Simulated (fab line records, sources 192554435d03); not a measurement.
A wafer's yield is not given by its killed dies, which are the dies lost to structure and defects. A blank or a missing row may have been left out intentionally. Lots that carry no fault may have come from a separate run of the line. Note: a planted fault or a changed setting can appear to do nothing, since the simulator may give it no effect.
Lot-split experiment    flow n5-finfet    on a route of 1938 steps: 7 lots, 39 wafers read

== ON THE SPLIT ==
At N5_PASSIVATION_PECVD_35 (deposits SiNx from SiH4/NH3/N2, target thk 700 nm, time 151.3 s), the setting time-s was moved away from the recipe's 151.3 s on 12 of the 39 wafers read, by -49.3% to +59.9%. The other wafers ran this setting at the recipe's value.

The reading is taken at the split's own step.

== THE READING ==
SiNx_of_PASSIVATION_PECVD_35.thk-nm (the simulator's own value, which no gauge read), in nm, at N5_PASSIVATION_PECVD_35 (deposits SiNx from SiH4/NH3/N2, target thk 700 nm, time 151.3 s). The file gives no usual value for it. The 27 wafers here that ran the recipe average 699.2 nm, standard deviation 10 nm.

wafer   tool, chamber at the split  time-s as run, s  against the recipe  SiNx_of_PASSIVATION_PECVD_35.thk-nm, nm  against lot-mates on the recipe
L077.1  pecvd-04, 1                 151.3             recipe              701.8                                    -
L077.2  pecvd-04, 0                 151.3             recipe              678.4                                    -
L077.3  pecvd-04, 2                 151.3             recipe              677.4                                    -
L077.4  pecvd-04, 2                 151.3             recipe              692                                      -
L077.5  pecvd-04, 0                 151.3             recipe              695.4                                    -
L077.6  pecvd-04, 1                 151.3             recipe              703                                      -
L081.1  pecvd-02, 2                 151.3             recipe              684.2                                    -
L081.2  pecvd-02, 1                 215.8             +42.6%              994.8                                    +299.4
L081.3  pecvd-02, 2                 215.8             +42.6%              996.8                                    +301.4
L081.4  pecvd-02, 1                 151.3             recipe              707                                      -
L081.5  pecvd-02, 2                 151.3             recipe              695                                      -
L081.6  pecvd-02, 1                 215.8             +42.6%              1005                                     +309.6
L082.1  pecvd-02, 2                 151.3             recipe              702.4                                    -
L082.2  pecvd-02, 0                 151.3             recipe              697.8                                    -
L082.3  pecvd-02, 1                 151.3             recipe              707                                      -
L082.4  pecvd-02, 1                 151.3             recipe              716.6                                    -
L082.5  pecvd-02, 0                 151.3             recipe              695.6                                    -
L082.6  pecvd-02, 2                 151.3             recipe              704.4                                    -
L083.1  pecvd-02, 2                 151.3             recipe              693                                      -
L083.2  pecvd-02, 1                 102.5             -32.3%              482.4                                    -223.9
L083.3  pecvd-02, 1                 102.5             -32.3%              484                                      -222.3
L083.4  pecvd-02, 2                 151.3             recipe              711                                      -
L083.5  pecvd-02, 2                 151.3             recipe              715                                      -
L083.6  pecvd-02, 1                 102.5             -32.3%              480.2                                    -226.1
L086.1  pecvd-04, 0                 151.3             recipe              693.6                                    -
L086.2  pecvd-04, 2                 151.3             recipe              699.2                                    -
L086.3  pecvd-04, 1                 241.9             +59.9%              1122                                     +422.9
L086.4  pecvd-04, 2                 241.9             +59.9%              1130                                     +430.9
L086.5  pecvd-04, 0                 151.3             recipe              704.6                                    -
L086.6  pecvd-04, 1                 241.9             +59.9%              1134                                     +434.9
L088.2  pecvd-04, 1                 151.3             recipe              692.6                                    -
L088.3  pecvd-04, 0                 151.3             recipe              683.2                                    -
L088.5  pecvd-04, 0                 151.3             recipe              699.2                                    -
L095.1  pecvd-01, 1                 76.68             -49.3%              356.8                                    -352.7
L095.2  pecvd-01, 0                 76.68             -49.3%              352                                      -357.5
L095.3  pecvd-01, 2                 151.3             recipe              704.2                                    -
L095.4  pecvd-01, 2                 151.3             recipe              718.6                                    -
L095.5  pecvd-01, 1                 76.68             -49.3%              366.2                                    -343.3
L095.6  pecvd-01, 0                 151.3             recipe              705.8                                    -

FIT RESULTS
A straight line over all 39 wafers: SiNx_of_PASSIVATION_PECVD_35.thk-nm changes by +7.01 nm for each +1% of time-s; r = +1.00; the points scatter about the line by 9.9 nm.
The same after taking each lot's own level away (the mean of its wafers on the recipe; 39 wafers): +7.12 nm for each +1%; r = +1.00; scatter 7.5 nm.
On that fit, the largest move of time-s shifts the reading by 4.3e+02 nm.
Across the lots, their own levels run from 691.33 to 709.53 nm, a range of 1.7 times the standard deviation given above.
Consequently the slope shifts little with the lot-to-lot level, the two slopes agreeing.
Check: with one of the wafers moved furthest among these (+59.9%) left out of the fit, the line predicts +428 nm for it against its lot-mates. Against them it came out at +423 nm.

== OTHER SPLITS APPLIED TO THESE WAFERS ==
Note: prior to the reading, these wafers also went through further splits. Each is held against what the fit with the lots' levels taken away leaves over:
other split on the same wafers  wafers away from the commonest value  r with SiNx_of_PASSIVATION_PECVD_35.thk-nm (lot level and that fit taken away)
N5_BEOL_M12_ETCH_68 time-s      12                                    +0.11

== FILE'S OWN FIT ==
SiNx_of_PASSIVATION_PECVD_35.thk-nm changes by +7.12 nm for each +1% of time-s, r = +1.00.
